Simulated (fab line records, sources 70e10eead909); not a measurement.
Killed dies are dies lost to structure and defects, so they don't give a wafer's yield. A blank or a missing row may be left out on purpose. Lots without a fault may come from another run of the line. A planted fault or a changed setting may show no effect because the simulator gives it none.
Chamber matching | flow nand_harc | NHARC_A_CHANNEL_FILL_D2_ALD_14 on ald_hk-03: 4 sister chambers
The step deposits SiO2, target thk 2.5 nm, pulse time 10 s, ald cycles 25. 8 wafers are shown with their chamber, then 8 later ones without.

WAFERS WITH THEIR CHAMBER
wafer  | chamber | heater_power_w (W) | precursor_pulse_height_rel
L084.5 | 1       | 473                | 0.991
L083.2 | 3       | 471                | 0.989
L083.3 | 1       | 473                | 0.986
L083.5 | 3       | 468                | 0.989
L091.2 | 2       | 463                | 1.020
L091.3 | 0       | 462                | 1.021
L091.6 | 2       | 477                | 0.991
L094.1 | 0       | 464                | 1.021

WAFERS WITHOUT THEIR CHAMBER
wafer  | heater_power_w (W) | precursor_pulse_height_rel
L094.2 | 479                | 0.972
L094.4 | 459                | 0.997
L095.2 | 466                | 1.065
L095.3 | 481                | 0.995
L095.6 | 478                | 0.989
L097.2 | 462                | 1.019
L097.4 | 473                | 1.009
L097.5 | 477                | 0.987

WHICH CHAMBER EACH WENT THROUGH
wafer  | from the rows above               | in truth
L094.2 | can't be placed: 1 or 3 or 2      | 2
L094.4 | can't be placed: 3 or 2 or 0 or 1 | 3
L095.2 | can't be placed: 0 or 2           | 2
L095.3 | can't be placed: 1 or 3 or 2      | 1
L095.6 | can't be placed: 1 or 3 or 2      | 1
L097.2 | can't be placed: 0 or 2           | 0
L097.4 | can't be placed: 2 or 1 or 3 or 0 | 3
L097.5 | can't be placed: 1 or 3 or 2      | 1
Placed correctly: 0 of 8. Can't be placed from these rows: 8 (the true chamber is among the candidates in 8). Placed wrongly: 0.
How it was worked out, from the rows above alone: a wafer's distance from a chamber is the root of the sum, over the readings, of the square of ((its reading less the chamber's mean) divided by the reading's scatter). The wafer belongs to the nearest chamber; if the next one is less than 2 further off, it can't be placed. A chamber's mean is the mean of its shown wafers. The scatter: the root of (the sum of the squares of (reading less its chamber's mean) over the shown wafers, divided by (wafers less chambers)).
